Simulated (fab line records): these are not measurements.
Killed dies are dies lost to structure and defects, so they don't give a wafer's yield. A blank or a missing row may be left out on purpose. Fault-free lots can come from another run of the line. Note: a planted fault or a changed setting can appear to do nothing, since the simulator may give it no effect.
fab line records	flow n5-finfet
record: lots: 8	wafers: 24	last-day: 16
route steps=1938 shown SD_EPI_N@277 SD_ACTIVATION@332 BEOL_M4@1111 PASSIVATION@1936
lots with no fault: from the same line, run without faults
start-h: the number of hours between the record's first day and the start of the first shown wafer of the lot	wait-h: how many hours have passed since the lot's step before this one	" repeats the value in the row above	L1.1+2: a single row standing in for several wafers	- no value present, or no start provided	* or withheld: withheld	< > ~ a bound
route shown NAME@n: NAME is a module with steps in the file, n the number in the route of the first one	usual: mean and standard deviation over wafers with no fault	same: alike in all rows	chamber/n: place in a boat	sites: per-site readings	_std_site: standard deviation of those values	_edge_site: the outer-site mean with the inner-site mean subtracted	radius-mm: for every site, how far away it sits from the centre of the wafer	mask NAME#n: copy n	behind: the most recent tool/chamber to have shaped the wafer	hold: why the lot went on hold/how many hours it stayed there/how the hold came to an end	device: names the non-switching transistor (n, p or np)	end of line: at the end of the route, the tests of the same wafers	a step without rows: its recipe alone	killed: count of dies lost to structure and defects at first sort (not the wafer's yield)	map: a wafer's dies, x killed, . not, _ none there
set.NAME: the setting that was run; set.NAME@STEP: the one run at that earlier step	model.NAME: the simulator's own value behind a step, which no gauge read
route steps across a sampled set of lots; one table per step, one row per wafer
services: when a tool's chamber went out of use (start-h, in hours from the record's first day, below 0 if earlier), for how many hours, and the reason
== steps ==
step: N5_SD_EPI_N_ETCHBACK_44
recipe: chemistry: CH3F/O2	mode: anisotropic-etchback	target: SiNx	target-depth-a: 145	stop-on: SiO2	over-etch-frac: 0.3	ion-energy-ev: 120	pressure-mtorr: 30	source-w: 395	bias-w: 73	Ar_flow_sccm: 150	CH3F_flow_sccm: 30	O2_flow_sccm: 20
usual: drypump-motor-current-A: 5.7/0.55	oes_ar_750_au: 0.77/0.068	oes-product-au: 0.65/0.054	rf-vpp-V: 298/6.9	showerhead-plenum-p-Torr: 1.99/0.066	throttle-valve-pct: 16.47/0.14
lot.wafer	tool	chamber	start-h	wait-h	drypump-motor-current-A	oes_ar_750_au	oes-product-au	rf-hours-counter-h	rf-vpp-V	showerhead-plenum-p-Torr	throttle-valve-pct
L376.1	rie-diel-06	2	59.11	0.0	5.6	0.71	0.59	241	299	2.04	16.40
L376.3	"	1	"	"	5.6	0.77	0.66	140	291	1.85	16.51
L376.4	"	0	"	"	6.5	0.70	0.60	207	297	1.99	16.47
L377.2	rie-diel-05	0	64.54	0.0	5.8	0.76	0.66	137	302	1.99	16.56
L377.3	"	2	"	"	6.5	0.83	0.71	84	310	2.01	16.12
L377.5	"	3	"	"	5.4	0.80	0.67	-	303	2.01	16.33
L379.1	rie-diel-06	3	73.48	0.0	5.1	0.69	0.60	234	300	1.97	16.55
L379.5	"	3	"	"	5.1	0.70	0.59	-	299	1.97	16.54
L379.6	"	0	"	"	6.4	0.69	0.60	-	295	1.99	16.48
L380.1	rie-diel-06	1	78.85	0.0	5.6	0.76	0.65	147	293	1.84	16.55
L380.3	"	0	"	"	6.5	0.70	0.60	213	295	1.99	16.50
L380.4	"	3	"	"	5.1	0.69	0.60	236	300	1.97	16.54
L383.3	rie-diel-04	2	98.02	0.0	4.9	0.72	0.63	179	304	2.08	16.46
L383.4	"	0	"	"	6.0	0.77	0.66	113	295	2.10	16.44
L383.6	"	1	"	"	5.8	0.95	0.81	-	286	2.05	16.49
L388.4	rie-diel-05	0	129.16	0.0	5.8	0.75	0.65	164	300	1.98	16.60
L388.5	"	0	"	"	5.8	0.75	0.65	-	300	1.98	16.60
L388.6	"	1	"	"	6.1	0.75	0.63	-	286	1.89	16.56
L393.4	rie-diel-05	1	157.72	0.0	6.1	0.75	0.63	191	287	1.88	16.58
L393.5	"	3	"	"	5.4	0.77	0.65	-	304	2.00	16.39
L393.6	"	2	"	"	6.5	0.79	0.68	-	308	1.99	16.21
L394.3	rie-diel-06	3	163.97	0.0	5.1	0.91	0.79	10	299	1.96	16.14
L394.4	"	1	"	"	5.6	0.73	0.63	180	293	1.83	16.59
L394.5	"	3	"	"	5.1	0.91	0.79	-	299	1.96	16.12
step: N5_SD_EPI_N_ETCH_45
recipe: chemistry: CH3F/O2	target: SiOCN	target-depth-a: 60	mask-material: SOC	ion-energy-ev: 60	bias-w: 29	pressure-mtorr: 15	source-w: 410	Ar_flow_sccm: 150	CH3F_flow_sccm: 30	O2_flow_sccm: 20
usual: drypump-motor-current-A: 5.7/0.55	oes-product-au: 0.77/0.066	rf-vpp-V: 127.5/0.93	showerhead-plenum-p-Torr: 1.98/0.066	throttle-valve-pct: 23.42/0.19
lot.wafer	tool	chamber	start-h	wait-h	drypump-motor-current-A	oes-product-au	rf-hours-counter-h	rf-vpp-V	showerhead-plenum-p-Torr	throttle-valve-pct
L376.1	rie-diel-06	2	59.21	0.1	5.6	0.70	241	128.6	2.03	23.16
L376.3	"	1	"	"	5.6	0.77	140	126.6	1.84	23.59
L376.4	"	0	"	"	6.5	0.69	207	127.1	1.98	23.45
L377.2	rie-diel-05	0	64.64	0.1	5.8	0.78	137	128.6	1.99	23.53
L377.3	"	2	"	"	6.5	0.85	84	128.6	2.00	22.99
L377.5	"	3	"	"	5.4	0.81	-	129.7	2.01	23.35
L379.1	rie-diel-06	3	73.58	0.1	5.1	0.70	234	128.3	1.97	23.42
L379.5	"	3	"	"	5.1	0.69	-	127.4	1.97	23.42
L379.6	"	0	"	"	6.5	0.69	-	127.9	1.98	23.44
L380.1	rie-diel-06	1	78.95	0.1	5.6	0.76	147	126.0	1.84	23.59
L380.3	"	0	"	"	6.5	0.69	213	128.0	1.98	23.45
L380.4	"	3	"	"	5.1	0.69	236	127.1	1.97	23.42
L383.3	rie-diel-04	2	98.12	0.1	4.9	0.72	179	128.2	2.08	23.45
L383.4	"	0	"	"	6.0	0.77	113	128.3	2.09	23.40
L383.6	"	1	"	"	5.8	0.93	-	129.5	2.05	23.61
L388.4	rie-diel-05	0	129.26	0.1	5.8	0.75	164	127.9	1.98	23.58
L388.5	"	0	"	"	5.8	0.75	-	128.1	1.98	23.57
L388.6	"	1	"	"	6.1	0.75	-	126.9	1.88	23.38
L393.4	rie-diel-05	1	157.82	0.1	6.1	0.75	191	125.7	1.88	23.39
L393.5	"	3	"	"	5.4	0.78	-	126.8	1.99	23.41
L393.6	"	2	"	"	6.5	0.81	-	127.6	1.99	23.03
L394.3	rie-diel-06	3	164.07	0.1	5.1	0.93	10	127.9	1.96	23.14
L394.4	"	1	"	"	5.6	0.73	180	124.3	1.83	23.63
L394.5	"	3	"	"	5.1	0.94	-	127.3	1.96	23.16
step: N5_SD_EPI_N_STRIP_38
recipe: chemistry: N2/H2	power-w: 1000	temp-c: 250	h2-frac: 0.65	overash-fraction: 0.3	pressure-mtorr: withheld	n2-flow-sccm: 1750	h2-flow-sccm: 3250
usual: drypump-motor-current-A: 5.5/0.54	heater-power-w: 351/55	oes-product-au: 0.763/0.012
lot.wafer	tool	chamber	start-h	wait-h	drypump-motor-current-A	heater-power-w	oes-product-au	rf-hours-counter-h
L376.1	plasma-asher-02	0	59.48	0.1	5.4	340	0.748	32
L376.3	"	0	"	"	5.4	339	0.754	-
L376.4	"	1	"	"	5.1	435	0.737	-
L377.2	plasma-asher-02	0	64.90	0.1	5.5	332	0.773	33
L377.3	"	0	"	"	5.4	341	0.772	-
L377.5	"	0	"	"	5.4	337	0.773	-
L379.1	plasma-asher-02	0	73.84	0.1	5.5	334	0.763	35
L379.5	"	1	"	"	5.1	425	0.746	-
L379.6	"	0	"	"	5.5	336	0.782	-
L380.1	plasma-asher-01	1	79.21	0.1	6.5	274	0.766	84
L380.3	"	0	"	"	5.1	339	0.776	-
L380.4	"	1	"	"	6.5	277	0.774	-
L383.3	plasma-asher-01	0	98.40	0.1	5.1	333	0.776	-
L383.4	"	1	"	"	6.6	278	0.755	-
L383.6	"	0	"	"	5.1	340	0.761	-
L388.4	plasma-asher-01	1	129.55	0.1	6.5	269	0.757	-
L388.5	"	0	"	"	5.1	346	0.792	-
L388.6	"	1	"	"	6.5	270	0.772	-
L393.4	plasma-asher-02	1	158.11	0.1	5.1	425	0.752	-
L393.5	"	1	"	"	5.1	430	0.765	-
L393.6	"	0	"	"	5.4	349	0.775	-
L394.3	plasma-asher-02	0	164.35	0.1	5.5	329	0.763	-
L394.4	"	1	"	"	5.1	423	0.770	-
L394.5	"	0	"	"	5.5	336	0.775	-
step: N5_SD_EPI_N_EPI_21
recipe: material: Si:P	dopant: P	temp-c: 680	pressure-torr: 255	time-s: 690
usual: susceptor-temp-C: 680.0/0.35	susceptor_temp_C_max: 681.8/1.1
lot.wafer	tool	chamber	start-h	wait-h	susceptor-temp-C	susceptor_temp_C_max
L376.1	epi-rpcvd-02	0	60.37	0.1	680.2	681.1
L376.3	"	0	"	"	680.3	681.2
L376.4	"	0	"	"	679.9	680.9
L377.2	epi-rpcvd-02	0	66.35	0.5	679.7	680.8
L377.3	"	0	"	"	679.8	680.9
L377.5	"	0	"	"	680.2	681.5
L379.1	epi-rpcvd-01	0	74.91	0.2	680.5	682.9
L379.5	"	0	76.41	1.5	680.0	682.5
L379.6	"	0	"	"	680.6	683.3
L380.1	epi-rpcvd-02	0	80.52	0.2	677.5	678.7
L380.3	"	0	"	"	676.8	677.9
L380.4	"	0	"	"	677.1	678.0
L383.3	epi-rpcvd-02	0	100.22	0.9	676.8	677.8
L383.4	"	0	"	"	677.3	678.3
L383.6	"	0	"	"	677.0	678.1
L388.4	epi-rpcvd-01	0	131.27	0.9	680.6	683.7
L388.5	"	0	"	"	680.4	683.4
L388.6	"	0	"	"	680.2	682.5
L393.4	epi-rpcvd-04	0	159.82	0.9	680.8	681.9
L393.5	"	0	"	"	680.3	681.3
L393.6	"	0	"	"	680.4	681.3
L394.3	epi-rpcvd-04	0	165.78	0.7	680.3	681.4
L394.4	"	0	"	"	679.8	680.6
L394.5	"	0	"	"	679.8	680.7
step: N5_SD_ACTIVATION_RS_MEAS_03
recipe: thk-meas-gauge: four-point-probe
usual: RS_SD_N: 21.96/0.28	RS_SD_P: 56.1/0.95
lot.wafer	tool	chamber	start-h	wait-h	RS_SD_N[ohm/sq]	RS_SD_P[ohm/sq]
L376.1	film-metro-02	-	67.32	0.2	21.93	55.7
L376.3	"	-	"	"	22.01	57.2
L376.4	"	-	"	"	22.02	55.2
L377.2	film-metro-02	-	73.48	0.2	22.07	56.0
L377.3	"	-	"	"	22.09	56.6
L377.5	"	-	"	"	22.05	56.8
L379.1	film-metro-02	-	83.22	0.2	21.73	55.1
L379.5	"	-	"	"	21.90	54.6
L379.6	"	-	"	"	21.99	55.5
L380.1	film-metro-01	-	89.00	0.2	22.89	56.8
L380.3	"	-	"	"	22.71	56.8
L380.4	"	-	"	"	22.72	57.1
L383.3	film-metro-01	-	107.06	0.2	22.89	56.0
L383.4	"	-	"	"	22.80	56.1
L383.6	"	-	"	"	22.83	56.1
L388.4	film-metro-02	-	137.71	0.1	21.71	55.0
L388.5	"	-	"	"	21.91	54.4
L388.6	"	-	"	"	21.90	56.1
L393.4	film-metro-01	-	166.86	0.1	21.52	57.0
L393.5	"	-	"	"	21.81	56.2
L393.6	"	-	"	"	21.68	56.2
L394.3	film-metro-01	-	172.12	0.2	21.52	56.4
L394.4	"	-	"	"	22.14	56.7
L394.5	"	-	"	"	21.90	56.7
step: N5_BEOL_M4_RC_MEAS_101
usual: DIBL_N: 35.9/1.9	DIBL_P: 35.8/2.4	IOFF_N: 0.15/0.031	IOFF_P: 0.21/0.037	ION_N: 672/13	ION_P: 462/8.3	RS_SD_N: 28.5/0.36	SS_N: 71.5/0.72	SS_P: 73.2/0.67	VT_N: 250/3.4	VT_P: -250/3.4
lot.wafer	tool	chamber	start-h	wait-h	DIBL_N[mV/V]	DIBL_P[mV/V]	IOFF_N[nA/um]	IOFF_P[nA/um]	ION_N[uA/um]	ION_P[uA/um]	RS_SD_N[ohm/sq]	SS_N[mV/dec]	SS_P[mV/dec]	VT_N[mV]	VT_P[mV]
L376.1	prober-01	0	176.60	0.0	36.6	36.7	0.16	0.23	671	469	28.7	71.6	73.5	250	-248
L376.3	"	0	"	"	34.4	35.1	0.12	0.21	640	456	28.5	70.6	73.6	257	-249
L376.4	"	0	"	"	35.2	36.2	0.14	0.23	667	472	28.4	70.9	73.5	253	-249
L377.2	prober-02	0	184.98	0.2	32.8	33.2	0.11	0.14	650	452	28.4	70.8	72.9	255	-258
L377.3	"	0	"	"	33.6	34.1	0.11	0.14	640	435	28.5	70.8	73.1	259	-259
L377.5	"	0	"	"	32.4	32.9	0.10	0.13	651	444	28.3	70.5	72.6	258	-258
L380.1	prober-01	0	203.11	0.0	35.1	36.6	0.16	0.20	677	461	29.8	71.9	73.5	250	-252
L380.3	"	0	"	"	32.8	33.3	0.12	0.16	658	455	29.8	71.3	72.5	254	-255
L380.4	"	0	"	"	31.8	31.5	0.10	0.14	650	448	29.4	71.0	72.5	257	-254
L379.1	prober-01	0	204.98	0.0	37.3	37.0	0.16	0.24	672	469	28.2	71.5	73.0	253	-246
L379.5	"	0	"	"	36.3	33.6	0.15	0.19	658	450	28.4	72.1	73.0	252	-252
L379.6	"	0	"	"	36.6	35.0	0.14	0.21	661	461	28.4	72.0	73.7	251	-251
L383.3	prober-02	0	205.56	0.3	36.4	38.6	0.18	0.23	694	470	29.7	72.5	73.3	245	-250
L383.4	"	0	"	"	39.6	41.0	0.23	0.26	687	451	29.3	73.2	75.1	245	-253
L383.6	"	0	"	"	37.0	38.6	0.18	0.21	678	456	29.5	72.7	74.0	248	-254
L388.4	prober-01	0	245.17	0.5	36.8	38.0	0.17	0.24	676	465	28.2	71.6	73.1	249	-245
L388.5	"	0	"	"	35.0	35.3	0.14	0.20	655	459	28.3	71.8	73.2	253	-247
L388.6	"	0	"	"	34.6	36.1	0.14	0.21	679	470	28.5	71.0	73.0	249	-246
L394.3	prober-01	0	276.05	0.3	36.3	34.0	0.16	0.20	682	465	27.8	71.4	73.8	250	-250
L394.4	"	0	"	"	33.1	30.0	0.10	0.14	656	453	28.3	71.2	72.4	254	-253
L394.5	"	0	"	"	34.3	32.4	0.12	0.17	669	461	28.3	70.8	72.6	252	-255
L393.4	prober-01	0	287.27	0.5	35.1	33.9	0.13	0.17	674	463	27.9	71.7	72.8	254	-256
L393.5	"	0	"	"	38.3	38.0	0.18	0.23	693	480	28.3	71.4	73.7	250	-249
L393.6	"	0	"	"	37.1	36.6	0.16	0.20	674	455	28.4	72.0	73.1	251	-253
step: N5_PASSIVATION_PROBE_49
usual: defect-limited-yield: 91.6/1.2	killed_at_M0_to_M3: 33/9.4	killed_at_M4_up: 13/5.2	killed-at-contacts: 13/5.6	killed-at-front-end: 37/9.5	killed-at-other: 4/3.1	killed-dies: 99/15	killed-open: 65/11	killed-short: 32/7.5	sort_bin_5_function: 4.9/0.77	sort_bin_6_memory: 3.1/0.65	sort_bin_8_speed: 0.01/0.056	sort-n-pass: 1081/15	sort-yield-pct: 91.6/1.2
same: gross-dies: 1180	killed-at-back-side: 0	sort_bin_4_leakage[%]: 0
lot.wafer	tool	chamber	start-h	wait-h	defect-limited-yield[%]	killed_at_M0_to_M3	killed_at_M4_up	killed-at-contacts	killed-at-front-end	killed-at-other	killed-dies	killed-open	killed-short	sort_bin_5_function[%]	sort_bin_6_memory[%]	sort_bin_8_speed[%]	sort-n-pass	sort-yield-pct[%]
L376.1	prober-02	-	283.18	0.0	89.5	53	13	7	45	6	124	89	31	6.4	3.6	0	1056	89.5
L376.3	prober-02	-	283.28	0.1	91.0	47	11	20	26	2	106	66	40	4.8	3.9	0.42	1069	90.6
L376.4	prober-02	-	283.33	0.2	92.0	25	16	9	39	5	94	60	33	4.6	3.4	0	1086	92.0
L377.2	prober-01	-	292.36	0.1	92.8	32	7	12	34	0	85	58	25	4.0	3.1	0	1095	92.8
L377.3	prober-01	-	292.41	0.1	91.1	28	12	16	48	1	105	79	25	4.9	3.9	0	1075	91.1
L377.5	prober-01	-	292.51	0.2	91.9	24	13	19	37	3	96	57	31	4.3	2.7	0	1084	91.9
L380.1	prober-01	-	316.16	0.0	93.2	16	12	21	31	0	80	54	26	4.4	2.1	0	1100	93.2
L380.3	prober-01	-	316.26	0.1	91.9	24	7	26	38	1	96	69	24	5.3	2.5	0	1084	91.9
L380.4	prober-01	-	316.31	0.2	93.2	22	10	14	33	1	80	59	21	3.9	2.7	0	1100	93.2
L383.3	prober-01	-	321.90	0.1	93.1	30	12	3	36	0	81	52	24	4.1	2.3	0	1099	93.1
L383.4	prober-01	-	321.95	0.2	90.8	31	23	7	47	1	109	83	26	5.3	3.8	0	1071	90.8
L383.6	prober-01	-	322.05	0.3	91.7	33	19	5	40	1	98	62	36	5.3	2.8	0	1082	91.7
L379.1	prober-02	-	322.28	0.0	91.0	34	18	14	39	1	106	68	37	4.7	3.9	0	1074	91.0
L379.5	prober-02	-	322.48	0.2	93.4	34	12	8	23	1	78	54	23	3.9	2.7	0	1102	93.4
L379.6	prober-02	-	322.53	0.3	91.9	41	11	17	27	0	96	64	31	4.6	3.2	0	1084	91.9
L388.4	prober-01	-	350.01	0.2	93.7	18	14	7	31	4	74	48	25	3.9	2.3	0	1106	93.7
L388.5	prober-01	-	350.06	0.2	92.2	23	8	12	45	4	92	68	21	4.7	2.9	0	1088	92.2
L388.6	prober-01	-	350.11	0.3	90.8	33	9	15	50	2	109	74	35	5.3	3.6	0	1071	90.8
L394.3	prober-01	-	376.43	0.1	92.2	32	13	17	29	1	92	63	28	5.1	2.5	0	1088	92.2
L394.4	prober-01	-	376.48	0.2	88.1	51	15	11	60	3	140	83	56	6.3	5.0	0	1040	88.1
L394.5	prober-01	-	376.53	0.2	90.5	26	13	15	54	4	112	72	40	6.2	3.1	0	1068	90.5
L393.4	prober-01	-	394.06	0.2	93.7	26	2	13	33	0	74	50	21	4.1	1.9	0	1106	93.7
L393.5	prober-01	-	394.11	0.2	90.9	48	14	9	34	2	107	74	33	5.6	3.3	0	1073	90.9
L393.6	prober-01	-	394.16	0.3	91.9	28	14	11	40	2	95	60	34	4.4	3.3	0	1085	91.9
killed by level:class
L376.1 BEOL_M3:geometric-particle:open=16 FIN_SAQP:geometric-particle:open=14 BEOL_M0_SAQP:geometric-particle:open=12 BEOL_M2:geometric-particle:open=9 BEOL_M0_SAQP:geometric-particle:short=9 MOL_CONTACT_COAG:geometric-particle:open=7 BEOL_M4:geometric-particle:open=6 FIN_SAQP:geometric-particle:short=5
L376.3 BEOL_M2:geometric-particle:open=14 MOL_CONTACT_COAG:geometric-particle:open=13 MOL_CONTACT_COAG:geometric-particle:short=7 BEOL_M0_SAQP:geometric-particle:open=7 BEOL_M0_SAQP:geometric-particle:short=6 BEOL_M2:geometric-particle:short=5 BEOL_M4:geometric-particle:open=5 STARTING-WAFER:geometric-particle:short=5
L376.4 BEOL_M4:geometric-particle:open=8 BEOL_M3:geometric-particle:open=7 GATE_CUT:geometric-particle:short=7 FIN_SAQP:geometric-particle:open=6 MOL_CONTACT_COAG:geometric-particle:open=6 BEOL_M2:geometric-particle:open=6 BEOL_M0_SAQP:geometric-particle:short=5 DUMMY_GATE:geometric-particle:open=4
L377.2 MOL_CONTACT_COAG:geometric-particle:open=10 BEOL_M1:geometric-particle:open=10 FIN_SAQP:geometric-particle:short=9 FIN_SAQP:geometric-particle:open=7 BEOL_M3:geometric-particle:open=7 STI_FIN_REVEAL:geometric-particle:open=6 BEOL_M0_SAQP:geometric-particle:open=4 STI_FIN_REVEAL:geometric-particle:short=3
L377.3 STI_FIN_REVEAL:geometric-particle:open=17 MOL_CONTACT_COAG:geometric-particle:open=15 BEOL_M3:geometric-particle:open=8 DUMMY_GATE:geometric-particle:open=7 BEOL_M4:geometric-particle:open=7 BEOL_M0_SAQP:geometric-particle:open=6 FIN_SAQP:geometric-particle:open=5 FIN_SAQP:geometric-particle:short=4
L377.5 MOL_CONTACT_COAG:geometric-particle:open=14 FIN_SAQP:geometric-particle:short=6 BEOL_M3:geometric-particle:open=6 HKMG_FIN:area-etch=6 DUMMY_GATE:geometric-particle:open=5 GATE_CUT:geometric-particle:open=5 MOL_CONTACT_COAG:geometric-particle:short=5 FIN_SAQP:geometric-particle:open=4
L380.1 MOL_CONTACT_COAG:geometric-particle:open=15 BEOL_M2:geometric-particle:open=8 STI_FIN_REVEAL:geometric-particle:open=7 MOL_CONTACT_COAG:geometric-particle:short=6 DUMMY_GATE:geometric-particle:open=5 FIN_SAQP:geometric-particle:open=3 BEOL_M4:geometric-particle:open=3 BEOL_M6:geometric-particle:open=3
L380.3 MOL_CONTACT_COAG:geometric-particle:open=23 BEOL_M2:geometric-particle:open=7 FIN_SAQP:geometric-particle:open=6 FIN_SAQP:geometric-particle:short=6 BEOL_M0_SAQP:geometric-particle:short=6 BEOL_M0_SAQP:geometric-particle:open=6 DUMMY_GATE:geometric-particle:open=5 GATE_CUT:geometric-particle:open=5
L380.4 MOL_CONTACT_COAG:geometric-particle:open=12 STI_FIN_REVEAL:geometric-particle:open=8 BEOL_M2:geometric-particle:open=8 FIN_SAQP:geometric-particle:open=7 BEOL_M0_SAQP:geometric-particle:open=7 DUMMY_GATE:geometric-particle:open=4 STI_FIN_REVEAL:geometric-particle:short=3 GATE_CUT:geometric-particle:short=3
L383.3 FIN_SAQP:geometric-particle:open=9 BEOL_M3:geometric-particle:open=8 BEOL_M2:geometric-particle:open=6 BEOL_M4:geometric-particle:open=5 BEOL_M0_SAQP:geometric-particle:short=5 BEOL_M0:geometric-particle:open=4 BEOL_M4:geometric-particle:short=4 STARTING-WAFER:geometric-particle:open=4
L383.4 STI_FIN_REVEAL:geometric-particle:open=15 BEOL_M3:geometric-particle:open=12 FIN_SAQP:geometric-particle:open=10 BEOL_M4:geometric-particle:open=9 BEOL_M5:geometric-particle:open=8 FIN_SAQP:geometric-particle:short=7 DUMMY_GATE:geometric-particle:open=6 BEOL_M0_SAQP:geometric-particle:open=6
L383.6 FIN_SAQP:geometric-particle:short=12 BEOL_M0_SAQP:geometric-particle:open=10 BEOL_M0_SAQP:geometric-particle:short=8 STI_FIN_REVEAL:geometric-particle:open=7 BEOL_M4:geometric-particle:open=7 BEOL_M2:geometric-particle:open=6 BEOL_M3:geometric-particle:open=6 FIN_SAQP:geometric-particle:open=5
L379.1 BEOL_M4:geometric-particle:open=13 MOL_CONTACT_COAG:geometric-particle:open=8 GATE_CUT:geometric-particle:short=8 BEOL_M2:geometric-particle:open=8 BEOL_M0_SAQP:geometric-particle:short=7 BEOL_M0_SAQP:geometric-particle:open=6 FIN_SAQP:geometric-particle:open=5 STI_FIN_REVEAL:geometric-particle:short=5
L379.5 BEOL_M0_SAQP:geometric-particle:open=8 MOL_CONTACT_COAG:geometric-particle:open=7 BEOL_M3:geometric-particle:open=7 STI_FIN_REVEAL:geometric-particle:open=6 BEOL_M0_SAQP:geometric-particle:short=6 BEOL_M1:geometric-particle:open=5 DUMMY_GATE:geometric-particle:open=4 BEOL_M4:geometric-particle:short=4
L379.6 BEOL_M3:geometric-particle:open=15 MOL_CONTACT_COAG:geometric-particle:open=12 BEOL_M0_SAQP:geometric-particle:open=8 BEOL_M2:geometric-particle:open=8 STI_FIN_REVEAL:geometric-particle:open=6 SPACER0:geometric-particle:short=6 MOL_CONTACT_COAG:geometric-particle:short=4 BEOL_M3:geometric-particle:short=4
L388.4 MOL_CONTACT_COAG:geometric-particle:open=6 BEOL_M4:geometric-particle:open=6 STI_FIN_REVEAL:geometric-particle:open=5 DUMMY_GATE:geometric-particle:open=5 BEOL_M5:geometric-particle:open=4 STI_FIN_REVEAL:geometric-particle:short=3 ILD0:geometric-particle:short=3 ILD0:geometric-particle:open=3
L388.5 MOL_CONTACT_COAG:geometric-particle:open=12 STI_FIN_REVEAL:geometric-particle:open=11 DUMMY_GATE:geometric-particle:open=9 GATE_CUT:geometric-particle:short=6 BEOL_M3:geometric-particle:open=6 BEOL_M1:geometric-particle:open=6 BEOL_M2:geometric-particle:open=5 GATE_CUT:geometric-particle:open=4
L388.6 BEOL_M1:geometric-particle:open=14 FIN_SAQP:geometric-particle:open=13 MOL_CONTACT_COAG:geometric-particle:open=10 BEOL_M0_SAQP:geometric-particle:short=10 GATE_CUT:geometric-particle:short=9 DUMMY_GATE:geometric-particle:open=7 STI_FIN_REVEAL:geometric-particle:open=5 GATE_CUT:geometric-particle:open=5
L394.3 MOL_CONTACT_COAG:geometric-particle:open=16 BEOL_M3:geometric-particle:open=10 FIN_SAQP:geometric-particle:short=6 STI_FIN_REVEAL:geometric-particle:open=5 BEOL_M0_SAQP:geometric-particle:open=5 STARTING-WAFER:geometric-particle:short=5 BEOL_M0_SAQP:geometric-particle:short=4 BEOL_M4:geometric-particle:open=4
L394.4 FIN_SAQP:geometric-particle:open=18 FIN_SAQP:geometric-particle:short=16 BEOL_M0_SAQP:geometric-particle:short=12 BEOL_M3:geometric-particle:open=9 MOL_CONTACT_COAG:geometric-particle:open=9 BEOL_M0_SAQP:geometric-particle:open=9 GATE_CUT:geometric-particle:short=8 BEOL_M1:geometric-particle:open=8
L394.5 MOL_CONTACT_COAG:geometric-particle:open=15 FIN_SAQP:geometric-particle:short=14 STI_FIN_REVEAL:geometric-particle:open=10 FIN_SAQP:geometric-particle:open=9 BEOL_M0_SAQP:geometric-particle:open=7 BEOL_M0_SAQP:geometric-particle:short=7 BEOL_M3:geometric-particle:open=6 BEOL_M4:geometric-particle:open=5
L393.4 MOL_CONTACT_COAG:geometric-particle:open=13 DUMMY_GATE:geometric-particle:open=8 BEOL_M2:geometric-particle:open=8 BEOL_M0_SAQP:geometric-particle:short=6 STARTING-WAFER:geometric-particle:open=5 FIN_SAQP:geometric-particle:short=4 FIN_SAQP:geometric-particle:open=4 BEOL_M1:geometric-particle:open=4
L393.5 BEOL_M1:geometric-particle:open=15 FIN_SAQP:geometric-particle:open=11 BEOL_M0_SAQP:geometric-particle:open=10 MOL_CONTACT_COAG:geometric-particle:open=9 BEOL_M0_SAQP:geometric-particle:short=8 BEOL_M1:geometric-particle:short=7 FIN_SAQP:geometric-particle:short=6 DUMMY_GATE:geometric-particle:open=5
L393.6 FIN_SAQP:geometric-particle:open=15 BEOL_M0_SAQP:geometric-particle:short=11 MOL_CONTACT_COAG:geometric-particle:open=7 DUMMY_GATE:geometric-particle:open=6 STI_FIN_REVEAL:geometric-particle:open=6 BEOL_M0_SAQP:geometric-particle:open=6 BEOL_M4:geometric-particle:short=5 MOL_CONTACT_COAG:geometric-particle:short=4
== services ==
tool	chamber	start-h	hours	kind
epi-rpcvd-01	-	38.77	0.6	repair
epi-rpcvd-02	-	44.50	1.2	repair
rie-diel-04	1	45.42	-	clean
rie-diel-04	1	45.42	-	consumable-replace:focus-ring
rie-diel-04	1	45.42	15.9	scheduled-down
rie-diel-04	1	45.42	15.9	vent-cycle
epi-rpcvd-04	-	54.33	27.2	pm
rie-diel-05	3	71.28	7.9	repair
rie-diel-04	-	74.60	3.1	repair
rie-diel-06	0	82.55	4.1	repair
rie-diel-06	2	88.38	-	clean
rie-diel-06	2	88.38	-	consumable-replace:focus-ring
rie-diel-06	2	88.38	20.5	scheduled-down
rie-diel-06	2	88.38	20.5	vent-cycle
rie-diel-05	1	93.73	1.5	repair
rie-diel-06	3	112.52	-	clean
rie-diel-06	3	112.52	-	consumable-replace:focus-ring
rie-diel-06	3	112.52	19.5	scheduled-down
rie-diel-06	3	112.52	19.5	vent-cycle
plasma-asher-02	-	120.23	10.0	pm
rie-diel-05	-	130.49	0.3	repair
epi-rpcvd-02	-	164.53	3.5	repair
== key ==
first-sign: step: N5_SD_EPI_N_EPI_21	reading: susceptor-temp-C	direction: down	sigmas: 8.3	usual: *	struck: *
effect: step: N5_SD_EPI_N_EPI_21	reading: susceptor_temp_C_max	direction: down	sigmas: 3.3	usual: *	struck: *
effect: step: N5_SD_ACTIVATION_RS_MEAS_03	reading: RS_SD_N	direction: up	sigmas: 3	usual: 21.96	struck: 22.80
effect: step: N5_BEOL_M4_RC_MEAS_101	reading: RS_SD_N	direction: up	sigmas: 3.1	usual: 28.5	struck: 29.6
met-at N5_SD_EPI_N_EPI_21
struck-lots L380,L383
not-acting-at N5_SD_EPI_N_ETCHBACK_44,N5_SD_EPI_N_ETCH_45,N5_SD_EPI_N_STRIP_38
onset-between 66.35 80.52
fault: kind: process-parameter-drift	tool: epi-rpcvd-02	chamber: -	onset-h: 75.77	steps: N5_SD_EPI_N_EPI_21	channel: temp-c	offset: *	shape: step	end-h: 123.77	acts-in: *	stated: *
